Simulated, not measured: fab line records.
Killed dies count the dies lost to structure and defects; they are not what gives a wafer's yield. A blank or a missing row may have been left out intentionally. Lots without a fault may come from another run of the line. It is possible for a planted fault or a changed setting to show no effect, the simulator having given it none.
Which tool did it? :: flow n5Finfet :: 15 lots, 45 wafers sampled, at 5 steps of a route of 1938

== WHAT EACH GAUGE READ, for each wafer ==
N5_BEOL_M5_OCD_MEAS_38. Usual: trenchDepthNm 70.9 nm, standard deviation 1.5.
lot: L996
measured: day 7 18:31
on: ocd-02
trenchDepthNm (nm): 69.1 70.9 70.2
flag: 

lot: L998
measured: day 8 10:35
on: ocd-02
trenchDepthNm (nm): 68.9 70.6 69.1
flag: 

lot: L100
measured: day 9 02:07
on: ocd-02
trenchDepthNm (nm): 68.7 71.2 69.8
flag: 

lot: L103
measured: day 9 15:18
on: ocd-02
trenchDepthNm (nm): 75.5 71.7 71.6
flag: 

lot: L104
measured: day 9 20:51
on: ocd-02
trenchDepthNm (nm): - - -
flag: OFF

lot: L105
measured: day 10 05:02
on: ocd-01
trenchDepthNm (nm): - - -
flag: OFF

lot: L106
measured: day 10 13:12
on: ocd-02
trenchDepthNm (nm): - - -
flag: OFF

lot: L110
measured: day 11 16:31
on: ocd-01
trenchDepthNm (nm): 71.9 72.6 72.2
flag: 

lot: L111
measured: day 11 16:49
on: ocd-01
trenchDepthNm (nm): 70.9 69.2 71.9
flag: 

lot: L112
measured: day 11 23:08
on: ocd-01
trenchDepthNm (nm): 72.0 71.6 71.3
flag: 

lot: L114
measured: day 12 10:03
on: ocd-02
trenchDepthNm (nm): 68.5 70.0 70.4
flag: 

lot: L115
measured: day 12 18:13
on: ocd-01
trenchDepthNm (nm): 70.5 71.3 70.1
flag: 

lot: L117
measured: day 13 11:26
on: ocd-01
trenchDepthNm (nm): 68.0 70.3 71.0
flag: 

lot: L119
measured: day 13 18:41
on: ocd-01
trenchDepthNm (nm): 70.8 68.1 70.8
flag: 

lot: L118
measured: day 13 19:46
on: ocd-02
trenchDepthNm (nm): 68.4 69.9 67.8
flag: 

== TOOL THAT RAN EACH LOT (tool first, then ch and the chambers of the sampled wafers, then the start) ==
lot: L996
N5_BEOL_M4_SPUTTER_90: pvdSputter-01, day 7 10:42
N5_BEOL_M4_SPUTTER_92: pvdSputter-01, day 7 10:55
N5_BEOL_M4_ANNEAL_51: rtpAnneal-02 ch 0, day 7 11:33
N5_BEOL_M5_ILD_DEP_00: pecvd-02 ch 1,2, day 7 14:13

lot: L998
N5_BEOL_M4_SPUTTER_90: pvdSputter-02, day 8 03:25
N5_BEOL_M4_SPUTTER_92: pvdSputter-02, day 8 03:38
N5_BEOL_M4_ANNEAL_51: rtpAnneal-02 ch 0, day 8 04:19
N5_BEOL_M5_ILD_DEP_00: pecvd-01 ch 0,1,2, day 8 06:13

lot: L100
N5_BEOL_M4_SPUTTER_90: pvdSputter-01, day 8 20:35
N5_BEOL_M4_SPUTTER_92: pvdSputter-01, day 8 20:49
N5_BEOL_M4_ANNEAL_51: rtpAnneal-02 ch 0, day 8 21:29
N5_BEOL_M5_ILD_DEP_00: pecvd-03 ch 0,1, day 8 23:19

lot: L103
N5_BEOL_M4_SPUTTER_90: pvdSputter-02, day 9 08:49
N5_BEOL_M4_SPUTTER_92: pvdSputter-02, day 9 09:02
N5_BEOL_M4_ANNEAL_51: rtpAnneal-01 ch 0, day 9 09:43
N5_BEOL_M5_ILD_DEP_00: pecvd-02 ch 0,1,2, day 9 11:44

lot: L104
N5_BEOL_M4_SPUTTER_90: pvdSputter-01, day 9 15:02
N5_BEOL_M4_SPUTTER_92: pvdSputter-01, day 9 15:16
N5_BEOL_M4_ANNEAL_51: rtpAnneal-01 ch 0, day 9 16:14
N5_BEOL_M5_ILD_DEP_00: pecvd-02 ch 1,2, day 9 18:07

lot: L105
N5_BEOL_M4_SPUTTER_90: pvdSputter-03, day 9 22:19
N5_BEOL_M4_SPUTTER_92: pvdSputter-03, day 9 22:32
N5_BEOL_M4_ANNEAL_51: rtpAnneal-01 ch 0, day 9 23:10
N5_BEOL_M5_ILD_DEP_00: pecvd-02 ch 0,1, day 10 01:04

lot: L106
N5_BEOL_M4_SPUTTER_90: pvdSputter-01, day 10 06:24
N5_BEOL_M4_SPUTTER_92: pvdSputter-01, day 10 06:37
N5_BEOL_M4_ANNEAL_51: rtpAnneal-02 ch 0, day 10 07:18
N5_BEOL_M5_ILD_DEP_00: pecvd-02 ch 0,2, day 10 09:10

lot: L110
N5_BEOL_M4_SPUTTER_90: pvdSputter-01, day 11 09:32
N5_BEOL_M4_SPUTTER_92: pvdSputter-01, day 11 09:46
N5_BEOL_M4_ANNEAL_51: rtpAnneal-02 ch 0, day 11 10:24
N5_BEOL_M5_ILD_DEP_00: pecvd-01 ch 0,1, day 11 12:22

lot: L111
N5_BEOL_M4_SPUTTER_90: pvdSputter-03, day 11 09:42
N5_BEOL_M4_SPUTTER_92: pvdSputter-03, day 11 09:55
N5_BEOL_M4_ANNEAL_51: rtpAnneal-01 ch 0, day 11 10:38
N5_BEOL_M5_ILD_DEP_00: pecvd-03 ch 0,1,2, day 11 12:26

lot: L112
N5_BEOL_M4_SPUTTER_90: pvdSputter-02, day 11 17:07
N5_BEOL_M4_SPUTTER_92: pvdSputter-02, day 11 17:20
N5_BEOL_M4_ANNEAL_51: rtpAnneal-01 ch 0, day 11 18:06
N5_BEOL_M5_ILD_DEP_00: pecvd-01 ch 0,1,2, day 11 19:52

lot: L114
N5_BEOL_M4_SPUTTER_90: pvdSputter-01, day 12 01:01
N5_BEOL_M4_SPUTTER_92: pvdSputter-01, day 12 01:14
N5_BEOL_M4_ANNEAL_51: rtpAnneal-02 ch 0, day 12 01:55
N5_BEOL_M5_ILD_DEP_00: pecvd-01 ch 0, day 12 03:44

lot: L115
N5_BEOL_M4_SPUTTER_90: pvdSputter-03, day 12 12:23
N5_BEOL_M4_SPUTTER_92: pvdSputter-03, day 12 12:36
N5_BEOL_M4_ANNEAL_51: rtpAnneal-02 ch 0, day 12 13:14
N5_BEOL_M5_ILD_DEP_00: pecvd-02 ch 0,1,2, day 12 15:06

lot: L117
N5_BEOL_M4_SPUTTER_90: pvdSputter-03, day 13 05:35
N5_BEOL_M4_SPUTTER_92: pvdSputter-03, day 13 05:49
N5_BEOL_M4_ANNEAL_51: rtpAnneal-01 ch 0, day 13 06:26
N5_BEOL_M5_ILD_DEP_00: pecvd-02 ch 1, day 13 08:19

lot: L119
N5_BEOL_M4_SPUTTER_90: pvdSputter-01, day 13 10:57
N5_BEOL_M4_SPUTTER_92: pvdSputter-01, day 13 11:10
N5_BEOL_M4_ANNEAL_51: rtpAnneal-02 ch 0, day 13 11:52
N5_BEOL_M5_ILD_DEP_00: pecvd-02 ch 0,1, day 13 13:43

lot: L118
N5_BEOL_M4_SPUTTER_90: pvdSputter-01, day 13 14:09
N5_BEOL_M4_SPUTTER_92: pvdSputter-01, day 13 14:22
N5_BEOL_M4_ANNEAL_51: rtpAnneal-01 ch 0, day 13 15:03
N5_BEOL_M5_ILD_DEP_00: pecvd-02 ch 0,1, day 13 16:53
- N5_BEOL_M4_SPUTTER_90: material Cu, target thk 4.5 nm, time 8.29 s.
- N5_BEOL_M4_SPUTTER_92: material Cu, target thk 4.5 nm, time 8.29 s.
- N5_BEOL_M4_ANNEAL_51: time 90 s.
- N5_BEOL_M5_ILD_DEP_00: deposits SiCOH lowk from DEMS/porogen, target thk 140.64 nm, time 25.9 s.

== AS READ BY THE TOOLS THEMSELVES (means over the sampled wafers that have a number; for cases with no such wafer, the mark the record gives instead) ==
N5_BEOL_M4_SPUTTER_90. Usual: throttleValvePct 29.7 %, standard deviation 0.89.
lot: L996
tool: pvdSputter-01
throttleValvePct (%): 30.2
flag: 

lot: L998
tool: pvdSputter-02
throttleValvePct (%): 29.5
flag: 

lot: L100
tool: pvdSputter-01
throttleValvePct (%): 29.7
flag: 

lot: L103
tool: pvdSputter-02
throttleValvePct (%): 29.2
flag: 

lot: L104
tool: pvdSputter-01
throttleValvePct (%): 30.3
flag: 

lot: L105
tool: pvdSputter-03
throttleValvePct (%): 30.2
flag: 

lot: L106
tool: pvdSputter-01
throttleValvePct (%): 29.3
flag: 

lot: L110
tool: pvdSputter-01
throttleValvePct (%): 30.3
flag: 

lot: L111
tool: pvdSputter-03
throttleValvePct (%): 29.0
flag: 

lot: L112
tool: pvdSputter-02
throttleValvePct (%): 30.3
flag: 

lot: L114
tool: pvdSputter-01
throttleValvePct (%): 30.4
flag: 

lot: L115
tool: pvdSputter-03
throttleValvePct (%): 30.1
flag: 

lot: L117
tool: pvdSputter-03
throttleValvePct (%): 29.1
flag: 

lot: L119
tool: pvdSputter-01
throttleValvePct (%): 29.7
flag: 

lot: L118
tool: pvdSputter-01
throttleValvePct (%): 29.8
flag: 

N5_BEOL_M4_SPUTTER_92. Usual: throttleValvePct 29.7 %, standard deviation 0.89.
lot: L996
tool: pvdSputter-01
throttleValvePct (%): 30.4
flag: 

lot: L998
tool: pvdSputter-02
throttleValvePct (%): 29.5
flag: 

lot: L100
tool: pvdSputter-01
throttleValvePct (%): 29.5
flag: 

lot: L103
tool: pvdSputter-02
throttleValvePct (%): 29.0
flag: 

lot: L104
tool: pvdSputter-01
throttleValvePct (%): 30.3
flag: 

lot: L105
tool: pvdSputter-03
throttleValvePct (%): 30.1
flag: 

lot: L106
tool: pvdSputter-01
throttleValvePct (%): 29.4
flag: 

lot: L110
tool: pvdSputter-01
throttleValvePct (%): 30.4
flag: 

lot: L111
tool: pvdSputter-03
throttleValvePct (%): 29.0
flag: 

lot: L112
tool: pvdSputter-02
throttleValvePct (%): 30.2
flag: 

lot: L114
tool: pvdSputter-01
throttleValvePct (%): 30.3
flag: 

lot: L115
tool: pvdSputter-03
throttleValvePct (%): 30.1
flag: 

lot: L117
tool: pvdSputter-03
throttleValvePct (%): 29.0
flag: 

lot: L119
tool: pvdSputter-01
throttleValvePct (%): 29.9
flag: 

lot: L118
tool: pvdSputter-01
throttleValvePct (%): 29.8
flag: 

N5_BEOL_M4_ANNEAL_51. Usual: wafer_temp_C_max 226.05, standard deviation 0.24.
lot: L996
tool: rtpAnneal-02
wafer_temp_C_max: 225.91
flag: 

lot: L998
tool: rtpAnneal-02
wafer_temp_C_max: 226.17
flag: 

lot: L100
tool: rtpAnneal-02
wafer_temp_C_max: 226.25
flag: 

lot: L103
tool: rtpAnneal-01
wafer_temp_C_max: 225.70
flag: 

lot: L104
tool: rtpAnneal-01
wafer_temp_C_max: 226.21
flag: 

lot: L105
tool: rtpAnneal-01
wafer_temp_C_max: 226.02
flag: 

lot: L106
tool: rtpAnneal-02
wafer_temp_C_max: 225.98
flag: 

lot: L110
tool: rtpAnneal-02
wafer_temp_C_max: 226.10
flag: 

lot: L111
tool: rtpAnneal-01
wafer_temp_C_max: 225.99
flag: 

lot: L112
tool: rtpAnneal-01
wafer_temp_C_max: 226.05
flag: 

lot: L114
tool: rtpAnneal-02
wafer_temp_C_max: 226.00
flag: 

lot: L115
tool: rtpAnneal-02
wafer_temp_C_max: 226.09
flag: 

lot: L117
tool: rtpAnneal-01
wafer_temp_C_max: 225.95
flag: 

lot: L119
tool: rtpAnneal-02
wafer_temp_C_max: 226.19
flag: 

lot: L118
tool: rtpAnneal-01
wafer_temp_C_max: 225.99
flag: 

N5_BEOL_M5_ILD_DEP_00. Usual: chamberPressureTorr 4.999 Torr, standard deviation 0.012; heaterPowerOuterW 144 W, standard deviation 38; heaterPowerW 311 W, standard deviation 56; showerheadPlenumPTorr 5.739 Torr, standard deviation 0.015; throttleValvePct 14.4 %, standard deviation 0.84.
lot: L996
tool: pecvd-02
chamberPressureTorr (Torr): 5.001
heaterPowerOuterW (W): 184
heaterPowerW (W): 361
showerheadPlenumPTorr (Torr): 5.726
throttleValvePct (%): 13.9
flag: 

lot: L998
tool: pecvd-01
chamberPressureTorr (Torr): 4.991
heaterPowerOuterW (W): 129
heaterPowerW (W): 266
showerheadPlenumPTorr (Torr): 5.738
throttleValvePct (%): 14.4
flag: 

lot: L100
tool: pecvd-03
chamberPressureTorr (Torr): 4.998
heaterPowerOuterW (W): 111
heaterPowerW (W): 270
showerheadPlenumPTorr (Torr): 5.740
throttleValvePct (%): 14.5
flag: 

lot: L103
tool: pecvd-02
chamberPressureTorr (Torr): 5.000
heaterPowerOuterW (W): 174
heaterPowerW (W): 356
showerheadPlenumPTorr (Torr): 5.741
throttleValvePct (%): 14.3
flag: 

lot: L104
tool: pecvd-02
chamberPressureTorr (Torr): -
heaterPowerOuterW (W): -
heaterPowerW (W): -
showerheadPlenumPTorr (Torr): -
throttleValvePct (%): -
flag: OFF

lot: L105
tool: pecvd-02
chamberPressureTorr (Torr): -
heaterPowerOuterW (W): -
heaterPowerW (W): -
showerheadPlenumPTorr (Torr): -
throttleValvePct (%): -
flag: OFF

lot: L106
tool: pecvd-02
chamberPressureTorr (Torr): -
heaterPowerOuterW (W): -
heaterPowerW (W): -
showerheadPlenumPTorr (Torr): -
throttleValvePct (%): -
flag: OFF

lot: L110
tool: pecvd-01
chamberPressureTorr (Torr): 5.002
heaterPowerOuterW (W): 121
heaterPowerW (W): 264
showerheadPlenumPTorr (Torr): 5.730
throttleValvePct (%): 14.6
flag: 

lot: L111
tool: pecvd-03
chamberPressureTorr (Torr): 4.996
heaterPowerOuterW (W): 108
heaterPowerW (W): 266
showerheadPlenumPTorr (Torr): 5.745
throttleValvePct (%): 14.1
flag: 

lot: L112
tool: pecvd-01
chamberPressureTorr (Torr): 4.990
heaterPowerOuterW (W): 146
heaterPowerW (W): 296
showerheadPlenumPTorr (Torr): 5.740
throttleValvePct (%): 14.5
flag: 

lot: L114
tool: pecvd-01
chamberPressureTorr (Torr): 4.990
heaterPowerOuterW (W): 84
heaterPowerW (W): 214
showerheadPlenumPTorr (Torr): 5.727
throttleValvePct (%): 13.8
flag: 

lot: L115
tool: pecvd-02
chamberPressureTorr (Torr): 4.991
heaterPowerOuterW (W): 181
heaterPowerW (W): 365
showerheadPlenumPTorr (Torr): 5.726
throttleValvePct (%): 14.2
flag: 

lot: L117
tool: pecvd-02
chamberPressureTorr (Torr): 5.003
heaterPowerOuterW (W): 149
heaterPowerW (W): 302
showerheadPlenumPTorr (Torr): 5.746
throttleValvePct (%): 14.3
flag: 

lot: L119
tool: pecvd-02
chamberPressureTorr (Torr): 5.010
heaterPowerOuterW (W): 172
heaterPowerW (W): 353
showerheadPlenumPTorr (Torr): 5.733
throttleValvePct (%): 14.9
flag: 

lot: L118
tool: pecvd-02
chamberPressureTorr (Torr): 5.003
heaterPowerOuterW (W): 172
heaterPowerW (W): 357
showerheadPlenumPTorr (Torr): 5.734
throttleValvePct (%): 14.8
flag: 

== THE ANSWER, worked out from the rows above alone ==
Rule: a lot counts as off when the mean over its wafers that have a number is more than 3 standard deviations away from the usual mean. A lot without any number at a reading at which 4 lots or more have one is off too. Where the step has rows for the other lots, those lots are counted as sound. The gauges are gone through in route order, then the tools' own readings, and for those a lot's mean is taken as printed above. The first step at which some lot is off is used, and at that step the reading that is off furthest; a lot without a number counts as furthest.
Off: L104, L105, L106, at N5_BEOL_M5_OCD_MEAS_38 (trenchDepthNm). Without a number there: L104, L105, L106.
A tool fits if, at a process step before that reading, it ran every lot that is off, and no sound lot after the first of them. The gauges at N5_BEOL_M5_OCD_MEAS_38 aren't tried: what is off there is off at N5_BEOL_M5_ILD_DEP_00 too, on other tools, and a gauge's error can't cause that. Not one of the candidates tried fits.

== WHAT HAD BEEN PUT IN BY THE SIMULATOR ==
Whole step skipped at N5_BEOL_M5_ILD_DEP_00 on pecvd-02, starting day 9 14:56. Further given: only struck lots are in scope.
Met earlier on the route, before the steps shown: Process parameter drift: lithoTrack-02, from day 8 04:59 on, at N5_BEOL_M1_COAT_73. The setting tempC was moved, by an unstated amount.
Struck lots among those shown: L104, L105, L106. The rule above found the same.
